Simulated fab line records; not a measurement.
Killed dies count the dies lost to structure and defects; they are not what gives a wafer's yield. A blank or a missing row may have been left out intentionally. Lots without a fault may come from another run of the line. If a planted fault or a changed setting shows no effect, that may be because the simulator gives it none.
fab line records	flow n5Finfet	part 1 of 2: steps 1 to 22 of 32
record lots=5	wafers=15	lastDay=19
route steps=1938 shown BEOL_M12@1627
lots that met no fault: taken from a fault-free run of the same line
startH: hours from the record's first day to the start of the lot's first wafer shown	waitH: how many hours have passed since the lot's step before this one	" same as the row above	L1.1+2: several wafers, shown together as one row	- no value, or no start given	* or withheld: withheld	< > ~ a bound
route shown NAME@n: a module of which the file shows steps, and the number in the route of the first	usual: average and standard deviation across the fault-free wafers	same: alike in all rows	chamber/n: place in a boat	sites: per-site readings	_std_site: how widely they spread, as a standard deviation	_edge_site: outer sites' mean less inner sites'	radiusMm: for every site, how far away it sits from the centre of the wafer	mask NAME#n: copy n	behind: tool/chamber where the wafer was last shaped	hold: cause of the lot's hold/its duration in hours/its outcome	device: names the non-switching transistor (n, p or np)	end of line: at the end of the route, the tests of the same wafers	a step with no rows: only its recipe	killed: at the first sort, the dies lost to defects and structure; wafer yield is something else	map: dies across one wafer; x = killed, . = not, _ = none there
set.NAME: the setting that was run; set.NAME@STEP: the one run at that earlier step	model.NAME: the simulator's own value behind a step, which no gauge read
a table for each step, a row for each wafer; lots at some steps of the route
services: a tool's chamber out of use, with start hour (startH, from the record's first day; less than 0 if before it), hours out, and reason
## steps
# step N5_BEOL_M12_SOFTBAKE_23
# recipe tempC=130	timeS=60
# usual resistLineTempC=23.01/0.11
lot.wafer	tool	chamber	startH	waitH	resistLineTempC
L075.2	lithoTrack-02	0	-	-	23.16
L075.4	"	0	"	"	23.05
L075.6	"	0	"	"	22.95
L082.1	lithoTrack-04	0	-	-	23.07
L082.3	"	0	"	"	22.95
L082.4	"	0	"	"	23.11
L092.2	lithoTrack-02	0	-	-	22.87
L092.3	"	0	"	"	22.89
L092.6	"	0	"	"	23.01
L091.2	lithoTrack-02	0	-	-	23.11
L091.5	"	0	"	"	22.96
L091.6	"	0	"	"	23.09
L096.1	lithoTrack-04	0	-	-	23.20
L096.2	"	0	"	"	23.05
L096.3	"	0	"	"	22.90
# step N5_BEOL_M12_EXPOSE_25
# recipe maskId=M12	na=0.93	sourceShape=conventional	sigmaOuter=0.4	polarization=unpolarized	doseMj=21.8
lot.wafer	tool	chamber	startH	waitH	mask
L075.2+4+6	krfScanner-02	0	252.38	-	M12#0
L082.1+3+4	krfScanner-02	0	284.53	-	M12#0
L092.2+3+6	krfScanner-02	0	339.35	-	M12#0
L091.2+5+6	krfScanner-01	0	343.37	-	M12#0
L096.1+2+3	krfScanner-01	0	408.01	-	M12#0
# step N5_BEOL_M12_PEB_26
# recipe pebTempC=130	pebTimeS=90
# usual resistLineTempC=23.00/0.11
lot.wafer	tool	chamber	startH	waitH	resistLineTempC
L075.2	lithoTrack-04	0	252.43	0.0	22.88
L075.4	"	0	"	"	23.14
L075.6	"	0	"	"	23.15
L082.1	lithoTrack-02	0	284.58	0.1	23.07
L082.3	"	0	"	"	22.97
L082.4	"	0	"	"	22.99
L092.2	lithoTrack-02	0	339.40	0.0	23.25
L092.3	"	0	"	"	23.09
L092.6	"	0	"	"	23.32
L091.2	lithoTrack-02	0	343.42	0.0	23.13
L091.5	"	0	"	"	22.87
L091.6	"	0	"	"	23.07
L096.1	lithoTrack-04	0	408.06	0.1	23.03
L096.2	"	0	"	"	22.98
L096.3	"	0	"	"	22.91
# step N5_BEOL_M12_DEVELOP_27
# recipe developTimeS=45	rinseLiquid=diw	dry=airSpin	devTempC=21
# usual resistLineTempC=22.99/0.11
lot.wafer	tool	chamber	startH	waitH	resistLineTempC
L075.2	lithoTrack-04	0	-	-	22.76
L075.4	"	0	"	"	22.97
L075.6	"	0	"	"	22.84
L082.1	lithoTrack-02	0	-	-	23.09
L082.3	"	0	"	"	23.03
L082.4	"	0	"	"	23.06
L092.2	lithoTrack-02	0	-	-	23.14
L092.3	"	0	"	"	23.10
L092.6	"	0	"	"	23.16
L091.2	lithoTrack-02	0	-	-	22.94
L091.5	"	0	"	"	22.84
L091.6	"	0	"	"	23.04
L096.1	lithoTrack-04	0	-	-	22.95
L096.2	"	0	"	"	22.78
L096.3	"	0	"	"	22.90
# step N5_BEOL_M12_HARDBAKE_32
# recipe tempC=130	timeS=120
# usual resistLineTempC=22.99/0.1
lot.wafer	tool	chamber	startH	waitH	resistLineTempC
L075.2	lithoTrack-04	0	-	-	22.97
L075.4	"	0	"	"	23.01
L075.6	"	0	"	"	22.92
L082.1	lithoTrack-02	0	-	-	23.02
L082.3	"	0	"	"	23.13
L082.4	"	0	"	"	23.00
L092.2	lithoTrack-02	0	-	-	22.83
L092.3	"	0	"	"	22.93
L092.6	"	0	"	"	23.01
L091.2	lithoTrack-02	0	-	-	23.18
L091.5	"	0	"	"	23.09
L091.6	"	0	"	"	23.07
L096.1	lithoTrack-04	0	-	-	23.00
L096.2	"	0	"	"	23.01
L096.3	"	0	"	"	23.17
# step N5_BEOL_M12_CD_MEAS_28
# recipe targetCdNm=160.2	landingEnergyEv=500	detector=seInlens	polarity=opening
# usual cdNm=159.8/1.6
lot.wafer	tool	chamber	startH	waitH	cdNm
L075.2	cdSem-02	0	252.55	-	160.5
L075.4	"	0	"	"	161.5
L075.6	"	0	"	"	162.5
L082.1	cdSem-03	0	284.70	-	159.8
L082.3	"	0	"	"	157.8
L082.4	"	0	"	"	161.7
L092.2	cdSem-01	0	339.52	-	160.8
L092.3	"	0	"	"	158.3
L092.6	"	0	"	"	158.2
L091.2	cdSem-01	0	343.53	-	159.5
L091.5	"	0	"	"	161.1
L091.6	"	0	"	"	159.3
L096.1	cdSem-02	0	408.18	-	159.9
L096.2	"	0	"	"	161.2
L096.3	"	0	"	"	159.2
# step N5_BEOL_M12_OVL_MEAS_29
# recipe pointsPerWafer=44
# usual M12_OVL=3/6.1
lot.wafer	tool	chamber	startH	waitH	M12_OVL[nm]
L075.2	overlay-02	0	252.58	0.0	10
L075.4	"	0	"	"	6
L075.6	"	0	"	"	2
L082.1	overlay-01	0	284.73	0.0	-7
L082.3	"	0	"	"	1
L082.4	"	0	"	"	-4
L092.2	overlay-02	0	339.55	0.0	1
L092.3	"	0	"	"	3
L092.6	"	0	"	"	6
L091.2	overlay-02	0	343.56	0.0	18
L091.5	"	0	"	"	22
L091.6	"	0	"	"	10
L096.1	overlay-02	0	408.21	0.0	16
L096.2	"	0	"	"	0
L096.3	"	0	"	"	12
# step N5_BEOL_M12_INSPECT_30
# recipe mode=adi	inspectInstrument=macro
# usual rawDefectCount=2.0/1.5
lot.wafer	tool	chamber	startH	waitH	rawDefectCount
L075.2	defectInspect-01	-	252.60	0.0	2
L075.4	"	-	"	"	3
L075.6	"	-	"	"	1
L082.1	defectInspect-02	-	284.75	0.0	2
L082.3	"	-	"	"	1
L082.4	"	-	"	"	3
L092.2	defectInspect-02	-	339.57	0.0	2
L092.3	"	-	"	"	2
L092.6	"	-	"	"	5
L091.2	defectInspect-01	-	343.59	0.0	1
L091.5	"	-	"	"	3
L091.6	"	-	"	"	2
L096.1	defectInspect-02	-	408.23	0.0	6
L096.2	"	-	"	"	1
L096.3	"	-	"	"	1
# step N5_BEOL_M12_DESCUM_33
# recipe chemistry=O2	timeS=7.9	sourcePowerW=50	biasPowerW=20	pressureMtorr=20	rfFrequencyHz=2.712e+07	tempC=40	o2FlowSccm=225
# usual drypumpMotorCurrentA=5.9/0.41	o2FlowSccm=225.0/0.62	oesProductAu=0.77/0.076	rfVppV=243.1/1.2	showerheadPlenumPTorr=2.08/0.061	throttleValvePct=20.5/0.33
lot.wafer	tool	chamber	startH	waitH	drypumpMotorCurrentA	o2FlowSccm	oesProductAu	rfHoursCounterH	rfVppV	showerheadPlenumPTorr	throttleValvePct
L075.2	rieDiel-03	1	252.64	0.0	5.4	224.6	0.80	97	243.3	2.12	20.6
L075.4	"	3	"	"	6.3	225.2	0.83	102	240.7	2.01	19.9
L075.6	"	1	"	"	5.5	225.6	0.80	-	244.4	2.12	20.6
L082.1	rieDiel-03	1	285.49	0.7	5.4	225.4	0.79	109	243.7	2.11	20.6
L082.3	"	2	"	"	5.4	225.4	0.69	217	242.9	2.04	20.1
L082.4	"	0	"	"	6.1	225.6	0.69	209	242.8	2.11	21.0
L092.2	rieDiel-06	1	339.69	0.1	6.5	224.7	0.89	35	245.3	2.10	20.2
L092.3	"	0	"	"	5.7	223.8	0.75	178	245.2	2.18	20.5
L092.6	"	0	"	"	5.7	224.8	0.75	-	243.9	2.18	20.5
L091.2	rieDiel-06	1	343.62	0.0	6.5	225.1	0.90	36	244.5	2.10	20.2
L091.5	"	1	"	"	6.5	224.7	0.89	-	244.6	2.10	20.2
L091.6	"	0	"	"	5.7	225.1	0.75	-	244.6	2.18	20.5
L096.1	rieDiel-01	2	408.36	0.1	6.2	224.4	0.81	117	244.1	2.11	20.7
L096.2	"	0	"	"	6.4	224.9	0.72	218	244.8	2.15	20.7
L096.3	"	3	"	"	6.1	224.6	0.87	41	243.3	2.06	20.6
# step N5_BEOL_M12_ETCH_67
# recipe chemistry=CF4	target=SiARC	targetDepthA=1430	timeS=238.3	ionEnergyEv=80	pressureMtorr=40	sourceW=545	biasW=36	Ar_flow_sccm=100	cf4FlowSccm=100	ends=cleared
# usual drypumpMotorCurrentA=5.9/0.41	etchRfOnTimeS=241/8.6	oesProductAu=0.65/0.067	rfVppV=184.0/1	showerheadPlenumPTorr=2.14/0.054	throttleValvePct=15.69/0.22
lot.wafer	tool	chamber	startH	waitH	drypumpMotorCurrentA	etchRfOnTimeS	oesProductAu	rfHoursCounterH	rfVppV	showerheadPlenumPTorr	throttleValvePct
L075.2	rieDiel-03	1	252.67	0.0	5.5	240	0.68	97	184.7	2.17	15.85
L075.4	"	3	"	"	6.3	244	0.69	102	183.5	2.08	15.28
L075.6	"	1	"	"	5.4	239	0.68	-	184.7	2.17	15.85
L082.1	rieDiel-03	1	285.53	0.0	5.5	241	0.67	109	184.9	2.16	15.87
L082.3	"	2	"	"	5.4	250	0.58	217	183.8	2.11	15.51
L082.4	"	0	"	"	6.1	233	0.60	209	183.8	2.13	16.00
L092.2	rieDiel-06	1	339.73	0.0	6.5	234	0.75	35	183.8	2.18	15.51
L092.3	"	0	"	"	5.7	233	0.64	178	185.1	2.23	15.83
L092.6	"	0	"	"	5.7	234	0.63	-	185.1	2.23	15.81
L091.2	rieDiel-06	1	343.66	0.0	6.5	237	0.75	36	185.7	2.18	15.53
L091.5	"	1	"	"	6.5	238	0.74	-	183.6	2.18	15.52
L091.6	"	0	"	"	5.7	234	0.63	-	183.6	2.23	15.83
L096.1	rieDiel-01	2	408.39	0.0	6.2	245	0.68	117	182.3	2.15	15.80
L096.2	"	0	"	"	6.5	255	0.60	218	185.2	2.21	15.88
L096.3	"	3	"	"	6.1	227	0.76	41	184.2	2.09	15.56
# step N5_BEOL_M12_ETCH_68
# recipe chemistry=N2/H2	target=SOC	maskMaterial=SiARC	sourceW=3000	biasW=350	tempC=40	timeS=285	ionEnergyEv=200	pressureMtorr=30	n2FlowSccm=200	h2FlowSccm=200
# usual drypumpMotorCurrentA=5.9/0.41	oesProductAu=0.76/0.077	rfVppV=523.5/2	showerheadPlenumPTorr=2.53/0.069	throttleValvePct=17.78/0.18
lot.wafer	tool	chamber	startH	waitH	drypumpMotorCurrentA	oesProductAu	rfHoursCounterH	rfVppV	showerheadPlenumPTorr	throttleValvePct
L075.2	rieDiel-03	1	252.82	0.1	5.5	0.78	98	523.4	2.58	17.95
L075.4	"	3	"	"	6.3	0.82	102	521.0	2.45	17.38
L075.6	"	1	"	"	5.5	0.79	-	523.7	2.58	17.95
L082.1	rieDiel-03	1	285.68	0.1	5.5	0.78	109	525.1	2.57	17.97
L082.3	"	2	"	"	5.4	0.69	217	522.2	2.53	17.78
L082.4	"	0	"	"	6.1	0.68	209	523.8	2.48	17.95
L092.2	rieDiel-06	1	339.88	0.1	6.5	0.88	35	526.5	2.59	17.78
L092.3	"	0	"	"	5.7	0.74	178	527.2	2.62	17.67
L092.6	"	0	"	"	5.7	0.75	-	526.6	2.62	17.69
L091.2	rieDiel-06	1	343.80	0.1	6.5	0.89	36	525.2	2.59	17.80
L091.5	"	1	"	"	6.5	0.89	-	525.0	2.59	17.79
L091.6	"	0	"	"	5.7	0.74	-	526.7	2.62	17.68
L096.1	rieDiel-01	2	408.54	0.1	6.2	0.80	117	525.0	2.56	17.92
L096.2	"	0	"	"	6.5	0.73	218	526.5	2.61	18.00
L096.3	"	3	"	"	6.1	0.88	41	522.0	2.48	17.77
# step N5_BEOL_M12_STRIP_69
# recipe chemistry=N2/H2	tempC=40	n2FlowSccm=200	h2FlowSccm=200	rfFrequencyHz=6e+07
lot.wafer	tool	chamber	startH	waitH
L075.2+4+6	rieDiel-03	1,3,1	252.99	0.1
L082.1+3+4	rieDiel-03	1,2,0	285.85	0.1
L092.2+3+6	rieDiel-06	1,0,0	340.05	0.1
L091.2+5+6	rieDiel-06	1,1,0	343.97	0.1
L096.1+2+3	rieDiel-01	2,0,3	408.71	0.1
# step N5_BEOL_M12_TRENCH_ETCH_34
# recipe chemistry=C4F8/O2/Ar	target=SiOC	targetDepthA=3189.5	maskMaterial=SOC	pressureMtorr=30	sourceW=3000	biasW=700	Ar_flow_sccm=400	C4F8_flow_sccm=15	O2_flow_sccm=8	heInnerTorr=15	heOuterTorr=30	timeS=125.5	ionEnergyEv=250
# usual drypumpMotorCurrentA=5.9/0.41	oesProductAu=0.77/0.077	rfVppV=664.9/2.4	showerheadPlenumPTorr=3.41/0.083	throttleValvePct=24.27/0.29
lot.wafer	tool	chamber	startH	waitH	drypumpMotorCurrentA	oesProductAu	rfHoursCounterH	rfVppV	showerheadPlenumPTorr	throttleValvePct
L075.2	rieDiel-03	1	253.00	0.0	5.5	0.80	98	665.6	3.45	24.42
L075.4	"	3	"	"	6.3	0.83	102	662.0	3.30	23.78
L075.6	"	1	"	"	5.5	0.80	-	664.5	3.45	24.42
L082.1	rieDiel-03	1	285.86	0.0	5.5	0.78	109	666.8	3.45	24.44
L082.3	"	2	"	"	5.4	0.70	217	665.3	3.36	23.92
L082.4	"	0	"	"	6.1	0.69	209	663.9	3.42	24.74
L092.2	rieDiel-06	1	340.06	0.0	6.5	0.89	35	667.7	3.49	24.25
L092.3	"	0	"	"	5.7	0.74	178	667.2	3.55	24.31
L092.6	"	0	"	"	5.7	0.74	-	670.4	3.55	24.30
L091.2	rieDiel-06	1	343.98	0.0	6.5	0.88	36	667.0	3.49	24.26
L091.5	"	1	"	"	6.5	0.88	-	666.2	3.49	24.26
L091.6	"	0	"	"	5.8	0.74	-	668.5	3.55	24.33
L096.1	rieDiel-01	2	408.72	0.0	6.2	0.80	117	666.0	3.44	24.46
L096.2	"	0	"	"	6.5	0.72	218	666.3	3.49	24.32
L096.3	"	3	"	"	6.1	0.88	42	662.6	3.34	24.25
# step N5_BEOL_M12_STRIP_70
# recipe chemistry=C4F8/O2/Ar	resist=SiARC	rfFrequencyHz=6e+07
lot.wafer	tool	chamber	startH	waitH
L075.2+4+6	rieDiel-03	1,3,1	253.12	0.1
L082.1+3+4	rieDiel-03	1,2,0	285.97	0.1
L092.2+3+6	rieDiel-06	1,0,0	340.17	0.1
L091.2+5+6	rieDiel-06	1,1,0	344.10	0.1
L096.1+2+3	rieDiel-01	2,0,3	408.84	0.1
# step N5_BEOL_M12_OCD_MEAS_35
# usual trenchDepthNm=319/6.7
lot.wafer	tool	chamber	startH	waitH	trenchDepthNm
L075.2	ocd-02	-	253.16	0.0	320
L075.4	"	-	"	"	330
L075.6	"	-	"	"	320
L082.1	ocd-01	-	286.01	0.0	317
L082.3	"	-	"	"	318
L082.4	"	-	"	"	315
L092.2	ocd-02	-	340.21	0.0	330
L092.3	"	-	"	"	322
L092.6	"	-	"	"	325
L091.2	ocd-02	-	344.14	0.0	332
L091.5	"	-	"	"	326
L091.6	"	-	"	"	324
L096.1	ocd-01	-	408.87	0.0	322
L096.2	"	-	"	"	318
L096.3	"	-	"	"	324
# step N5_BEOL_M12_STRIP_37
# recipe chemistry=N2/H2	powerW=1000	tempC=250	h2Frac=0.65	overashFraction=0.3	pressureMtorr=withheld	n2FlowSccm=1750	h2FlowSccm=3250
# usual drypumpMotorCurrentA=5.3/0.33	heaterPowerW=329/44	oesProductAu=0.791/0.0099
# same overashFraction=0.3
lot.wafer	tool	chamber	startH	waitH	drypumpMotorCurrentA	heaterPowerW	oesProductAu	rfHoursCounterH
L075.2	plasmaAsher-02	0	253.19	0.0	5.7	349	0.793	68
L075.4	"	1	"	"	5.4	257	0.791	-
L075.6	"	0	"	"	5.7	358	0.806	-
L082.1	plasmaAsher-02	0	286.06	0.0	5.7	358	0.780	75
L082.3	"	0	"	"	5.7	366	0.777	-
L082.4	"	1	"	"	5.4	260	0.771	-
L092.2	plasmaAsher-01	0	340.25	0.0	4.9	377	0.781	136
L092.3	"	0	"	"	4.9	367	0.780	-
L092.6	"	0	"	"	4.9	368	0.799	-
L091.2	plasmaAsher-01	0	344.18	0.0	5.0	367	0.794	138
L091.5	"	1	"	"	4.9	342	0.793	-
L091.6	"	0	"	"	4.9	376	0.797	-
L096.1	plasmaAsher-02	0	408.91	0.0	5.7	357	0.793	100
L096.2	"	1	"	"	5.4	263	0.775	100
L096.3	"	1	"	"	5.4	265	0.802	-
# step N5_BEOL_M12_ETCH_38
# recipe chemistry=CF4/N2	target=SiCN	targetDepthA=687	taperDeg=2	timeS=73.4	ionEnergyEv=150	maskMaterial=SiO2	pressureMtorr=40	sourceW=430	biasW=70	Ar_flow_sccm=100	cf4FlowSccm=60	n2FlowSccm=60
# usual drypumpMotorCurrentA=6.0/0.39	oesProductAu=0.76/0.088	rfVppV=381.9/1.5	showerheadPlenumPTorr=2.19/0.059	throttleValvePct=15.52/0.2
lot.wafer	tool	chamber	startH	waitH	drypumpMotorCurrentA	oesProductAu	rfHoursCounterH	rfVppV	showerheadPlenumPTorr	throttleValvePct
L075.2	rieDiel-01	2	253.29	-	6.2	0.86	56	382.9	2.24	15.51
L075.4	"	1	"	"	5.9	0.68	196	381.5	2.10	15.49
L075.6	"	3	"	"	6.1	0.72	-	382.3	2.17	15.82
L082.1	rieDiel-03	2	287.38	-	5.4	0.68	218	382.3	2.18	15.35
L082.3	"	1	"	"	5.5	0.78	110	382.7	2.23	15.73
L082.4	"	3	"	"	6.3	0.79	115	379.2	2.13	15.13
L092.2	rieDiel-01	0	340.39	-	6.4	0.70	201	383.3	2.27	15.66
L092.3	"	2	"	"	6.3	0.82	90	382.1	2.23	15.59
L092.6	"	2	"	"	6.2	0.81	-	382.6	2.23	15.60
L091.2	rieDiel-01	3	346.04	-	6.1	0.95	19	382.1	2.16	15.35
L091.5	"	3	"	"	6.1	0.95	-	381.4	2.16	15.34
L091.6	"	2	"	"	6.2	0.81	-	384.2	2.23	15.60
L096.1	rieDiel-01	2	409.19	-	6.2	0.79	117	381.9	2.22	15.65
L096.2	"	3	"	"	6.1	0.92	42	382.0	2.15	15.40
L096.3	"	0	"	"	6.5	0.70	218	383.0	2.27	15.67
# step N5_BEOL_M12_PRECLEAN_39
# recipe chemistry=residueRemover	timeS=60	tempC=40
lot.wafer	tool	chamber	startH	waitH
L075.2+4+6	wetBench-05	4,7,1	253.42	0.1
L082.1+3+4	wetBench-03	2,4,5	287.51	0.1
L092.2+3+6	wetBench-03	3,5,7	340.52	0.1
L091.2+5+6	wetBench-04	6,5,4	346.17	0.1
L096.1+2+3	wetBench-04	7,5,2	409.32	0.1
# step N5_BEOL_M12_SRD_40
# recipe timeS=30	tempC=23	rinseLiquid=diw	dry=n2Spin	spinRpm=1500	dryTimeS=30
lot.wafer	tool	chamber	startH	waitH
L075.2+4+6	wetBench-05	4,7,1	253.44	0.0
L082.1+3+4	wetBench-03	2,4,5	287.53	0.0
L092.2+3+6	wetBench-03	3,5,7	340.54	0.0
L091.2+5+6	wetBench-04	6,5,4	346.18	0.0
L096.1+2+3	wetBench-04	7,5,2	409.34	0.0
# step N5_BEOL_M12_DEGAS_41
# recipe ambient=vacuum	tempC=250	timeS=60
# usual heaterPowerW=343/47
lot.wafer	tool	chamber	startH	waitH	heaterPowerW
L075.2	pvdSputter-01	-	253.58	0.1	313
L075.4	"	-	"	"	445
L075.6	"	-	"	"	304
L082.1	pvdSputter-01	-	287.78	0.2	348
L082.3	"	-	"	"	437
L082.4	"	-	"	"	357
L092.2	pvdSputter-01	-	342.63	2.1	298
L092.3	"	-	"	"	457
L092.6	"	-	"	"	349
L091.2	pvdSputter-03	-	346.92	0.7	316
L091.5	"	-	"	"	311
L091.6	"	-	"	"	300
L096.1	pvdSputter-03	-	412.01	2.7	312
L096.2	"	-	"	"	320
L096.3	"	-	"	"	300
# step N5_BEOL_M12_PRE_CLEAN_42
# recipe gas=H2/He	timeS=30	tempC=250
# usual heaterPowerW=343/47
lot.wafer	tool	chamber	startH	waitH	heaterPowerW
L075.2	pvdSputter-01	-	253.62	0.0	307
L075.4	"	-	"	"	444
L075.6	"	-	"	"	304
L082.1	pvdSputter-01	-	287.82	0.0	339
L082.3	"	-	"	"	460
L082.4	"	-	"	"	347
L092.2	pvdSputter-01	-	342.67	0.0	295
L092.3	"	-	"	"	459
L092.6	"	-	"	"	356
L091.2	pvdSputter-03	-	346.96	0.0	317
L091.5	"	-	"	"	317
L091.6	"	-	"	"	302
L096.1	pvdSputter-03	-	412.05	0.0	320
L096.2	"	-	"	"	326
L096.3	"	-	"	"	299
# step N5_BEOL_M12_SPUTTER_43
# recipe material=TaN	targetThkA=150	tempC=50	biasV=168.6	powerW=15000	chamberPressurePa=0.12	timeS=24.19
# usual biasV=168.7/1.7	throttleValvePct=30.3/1
lot.wafer	tool	chamber	startH	waitH	biasV	throttleValvePct
L075.2	pvdSputter-01	-	253.66	0.0	168.3	28.4
L075.4	"	-	"	"	165.4	30.3
L075.6	"	-	"	"	169.9	28.5
L082.1	pvdSputter-01	-	287.86	0.0	169.1	29.7
L082.3	"	-	"	"	167.8	30.3
L082.4	"	-	"	"	168.1	30.2
L092.2	pvdSputter-01	-	342.71	0.0	168.8	28.4
L092.3	"	-	"	"	167.2	30.4
L092.6	"	-	"	"	171.1	30.4
L091.2	pvdSputter-03	-	347.00	0.0	165.5	32.2
L091.5	"	-	"	"	167.0	32.0
L091.6	"	-	"	"	170.3	30.8
L096.1	pvdSputter-03	-	412.09	0.0	169.1	31.9
L096.2	"	-	"	"	165.2	31.3
L096.3	"	-	"	"	168.2	30.8
